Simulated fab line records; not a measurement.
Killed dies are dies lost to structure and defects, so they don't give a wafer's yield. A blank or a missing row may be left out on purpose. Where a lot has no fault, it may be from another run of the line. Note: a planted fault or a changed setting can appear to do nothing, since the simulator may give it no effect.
Matching of chambers	flow nand_harc	pecvd-02 running NHARC_A_CONTACT_DEP_85: 3 sister chambers
The step deposits SiON, target thk 60 nm. 24 wafers are shown with their chamber, then 12 later ones without.

## WAFERS, EACH WITH ITS CHAMBER
wafer	chamber	showerhead_vpp_V (V)	heater_power_w (W)
L074.2	2	1194	783
L074.3	1	1074	744
L074.6	1	1066	759
L077.3	0	1090	752
L077.4	0	1088	771
L077.5	1	1055	736
L079.2	2	1202	882
L079.3	0	1109	727
L079.5	1	1074	731
L080.3	1	1051	744
L080.5	2	1175	739
L080.6	0	1089	841
L082.4	0	1106	687
L082.5	2	1189	875
L082.6	1	1057	726
L086.2	0	1088	773
L086.5	0	1118	783
L086.6	1	1074	596
L084.4	2	1196	724
L084.5	1	1084	697
L084.6	0	1102	711
L087.2	2	1184	700
L087.3	1	1058	637
L087.4	0	1111	791

SIGNATURES, as means of the wafers listed above
reading	chamber 0	chamber 1	chamber 2	scatter within a chamber
showerhead_vpp_V	1100.11	1065.89	1190.00	11
heater_power_w	759.56	707.78	783.83	58.7
Rule: for each reading, subtract the chamber's mean from the wafer's reading, divide by that reading's scatter and square the result; add these up over the readings and take the root, which gives the wafer's distance from the chamber. The wafer belongs to the nearest chamber; if the next one is less than 2 further off, it can't be placed. The scatter is the square root of a quotient: the sum, over the shown wafers, of each reading's squared deviation from its chamber's mean, divided by wafers minus chambers.

## WAFERS WITHOUT THEIR CHAMBER
wafer	showerhead_vpp_V (V)	heater_power_w (W)
L088.2	1107	795
L088.4	1057	675
L088.5	1088	830
L092.1	1075	672
L092.2	1177	831
L092.5	1071	649
L096.1	1103	771
L096.3	1204	822
L096.6	1110	769
L097.1	1075	728
L097.2	1080	809
L097.5	1109	818

## WHICH CHAMBER EACH WENT THROUGH
wafer	from the rows above	in truth
L088.2	0	0
L088.4	1	1
L088.5	can't be placed: 0 or 1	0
L092.1	can't be placed: 1 or 0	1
L092.2	2	2
L092.5	1	1
L096.1	0	0
L096.3	2	2
L096.6	0	0
L097.1	can't be placed: 1 or 0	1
L097.2	can't be placed: 0 or 1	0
L097.5	0	0
Correctly placed: 8 of 12. From these rows, 4 cannot be placed; in 4 the true chamber is one of the candidates. Placed wrongly: 0.
